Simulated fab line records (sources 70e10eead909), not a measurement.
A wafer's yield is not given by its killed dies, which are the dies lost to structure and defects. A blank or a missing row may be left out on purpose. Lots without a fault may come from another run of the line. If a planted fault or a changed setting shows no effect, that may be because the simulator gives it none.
Chamber matching | flow nand harc | NHARC_A_BLC_STRIP_21 on rie diel-10 has 3 sister chambers
The step strips in O2. 14 wafers are shown with their chamber, then 7 later ones without.

== WAFERS PAIRED WITH THEIR CHAMBERS ==
wafer  | chamber | showerhead plenum p Torr (Torr) | rf vpp V (V) | oes product au (a.u.)
L847.2 | 2       | 3.41                            | 57.1         | 0.968
L847.3 | 3       | 3.46                            | 59.2         | 0.995
L847.6 | 3       | 3.46                            | 58.5         | 0.992
L848.1 | 1       | 3.72                            | 59.0         | 1.025
L848.3 | 2       | 3.41                            | 57.7         | 0.982
L848.5 | 2       | 3.41                            | 57.3         | 0.990
L850.4 | 3       | 3.45                            | 58.0         | 1.003
L850.5 | 3       | 3.45                            | 57.8         | 1.000
L850.6 | 2       | 3.41                            | 56.4         | 0.980
L852.1 | 2       | 3.41                            | 57.0         | 0.986
L852.4 | 3       | 3.45                            | 57.7         | 1.008
L852.5 | 2       | 3.41                            | 56.8         | 0.994
L851.3 | 1       | 3.72                            | 58.9         | 1.009
L851.4 | 3       | 3.45                            | 57.9         | 0.998

SIGNATURES, as means of the wafers listed above
reading                  | chamber 1 | chamber 2 | chamber 3 | scatter within a chamber
showerhead plenum p Torr | 3.7200    | 3.4100    | 3.4533    | 0.00348
rf vpp V                 | 58.950    | 57.050    | 58.183    | 0.487
oes product au           | 1.01700   | 0.98333   | 0.99933   | 0.008
Rule: a wafer's distance from a chamber is the root of the sum, over the readings, of the square of ((its reading less the chamber's mean) divided by the reading's scatter). The wafer belongs to the nearest chamber; if the next one is less than 2 further off, it can't be placed. The scatter: take each reading less its chamber's mean, square it, sum over the shown wafers, divide by the number of wafers less the number of chambers, and take the root.

== WAFERS WITH NO CHAMBER GIVEN ==
wafer  | showerhead plenum p Torr (Torr) | rf vpp V (V) | oes product au (a.u.)
L851.6 | 3.41                            | 58.7         | 0.982
L856.2 | 3.45                            | 57.8         | 1.005
L856.3 | 3.41                            | 55.7         | 0.982
L856.5 | 3.45                            | 57.7         | 1.000
L857.4 | 3.72                            | 56.8         | 1.016
L857.5 | 3.45                            | 56.2         | 1.001
L857.6 | 3.41                            | 58.6         | 0.997

== WHICH CHAMBER EACH WENT THROUGH ==
wafer  | from the rows above | in truth
L851.6 | 2                   | 2
L856.2 | 3                   | 3
L856.3 | 2                   | 2
L856.5 | 3                   | 3
L857.4 | 1                   | 1
L857.5 | 3                   | 3
L857.6 | 2                   | 2
Correctly placed: 7 of 7. Can't be placed from these rows: 0. Wrongly placed: 0.
